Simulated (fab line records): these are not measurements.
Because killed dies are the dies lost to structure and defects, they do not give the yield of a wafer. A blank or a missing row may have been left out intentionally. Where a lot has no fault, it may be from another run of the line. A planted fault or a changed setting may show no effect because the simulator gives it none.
8D (eight disciplines) problem report, filled in by code | flow n5-finfet | the parts of the form that need people (team, actions taken, sign-off) are left out
Where a reading is given only as a bound, like >300, the bound stands for it, and a mean or a difference that rests on one is marked > or <: the true number lies beyond.

== 1. PROBLEM STATEMENT ==
raw-defect-count at N5_BEOL_M15_INSPECT_30 reads a mean of >300 on 1 wafer of 1 lot; wafers without a fault read 2.0 with a standard deviation of 1.4. So: +99 or more standard deviations from the usual mean.
The step: inspects for defects (macro).
First observed at day 18 07:37: wafer L517.2, on defect-inspect-01. Wafers with a number at this step in the record: 9, from 3 lots. Rule for "out", or "out of limits": more than 4 standard deviations from the usual mean. All remaining wafers that have a number are taken as sound.

== 2. WHAT IT IS; WHAT IT IS NOT ==
question                    | is                | is not
which readings at this step | raw-defect-count  | -
which lots                  | L517              | L500, L515
which wafers of those lots  | L517.2            | L517.3, L517.6
read on which gauges        | defect-inspect-01 | -
when                        | from day 18 07:37 | up to then (8 sound wafers)

== 3. THE SUSPECTS, EACH WITH WHAT RULES IT OUT ==
Counting: a tool at a process step up to the reading stays a suspect if it ran every lot that is out. Sound lots after the first of them don't rule it out here, since some wafers of a struck lot are sound.
- the gauge at N5_BEOL_M15_INSPECT_30 has been ruled out. All the wafers that are out were read on defect-inspect-01, but those of them that N5_PASSIVATION_PROBE_49 has rows for are out there too, on other tools.
- wet-bench-02 at N5_BEOL_M15_STRIP_65 (strips in post etch residue remover, time 60 s): kept. It processed L517, the lot that is out, at day 18 06:23, and its most recent sound lot before then was L500 at day 12 17:52.
- Within wet-bench-02 at N5_BEOL_M15_STRIP_65: the wafers that are out ran in chamber 5; their sound lot-mates ran in chambers 0, 7.
Remaining after the count: wet-bench-02 at N5_BEOL_M15_STRIP_65.

== 4. THE CAUSE (what the simulator had put in) ==
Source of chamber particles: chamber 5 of wet-bench-02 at N5_BEOL_M15_STRIP_65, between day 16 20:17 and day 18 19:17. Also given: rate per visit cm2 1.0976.
Only this tool survived the counting.

== 5. SEQUENCE OF EFFECTS, ordered by route ==
One row per reading whose mean, taken over the struck wafers that have a number, lies over 3 standard deviations from the usual. Scope: only readings with a usual standard deviation given in the record; hours: median across lots of the time from each lot's start at the first step in this table that gives one to its start at this step; sigmas: change in usual standard deviations.
hours | step                    | reading              | usual  | on struck wafers | change | sigmas
0     | N5_BEOL_M15_INSPECT_30  | raw-defect-count     | 2.0    | >300             | >+298  | +99 or more
23    | N5_PASSIVATION_PROBE_49 | defect-limited-yield | 91.3 % | 83.9             | -7.4   | -4.4
23    | N5_PASSIVATION_PROBE_49 | killed_at_M4_up      | 14     | 125              | +111   | +20
23    | N5_PASSIVATION_PROBE_49 | killed-dies          | 103    | 190              | +87    | +4.3
23    | N5_PASSIVATION_PROBE_49 | sort_bin_5_function  | 5.1 %  | 10.3             | +5.2   | +4.7
23    | N5_PASSIVATION_PROBE_49 | sort-n-pass          | 1077   | 990              | -87    | -4.3
23    | N5_PASSIVATION_PROBE_49 | sort-yield-pct       | 91.3 % | 83.9             | -7.4   | -4.4
Here are the process steps it includes:
- N5_PASSIVATION_PROBE_49

== 6. WHAT WOULD HAVE CAUGHT IT SOONER ==
35 hours passed between the start of the fault at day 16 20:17 and the first reading out of limits at a measuring or inspecting step in this record, taken at day 18 07:37.
An alarm limit of 4 standard deviations would not have fired on the tool readings at N5_BEOL_M15_STRIP_65 for which the record gives a usual standard deviation, since none of them was out on any struck wafer.
All the lots that are out (1) had begun N5_BEOL_M15_STRIP_65 on wet-bench-02 by day 18 07:37. None of them would have been spared by holding the tool at that moment.
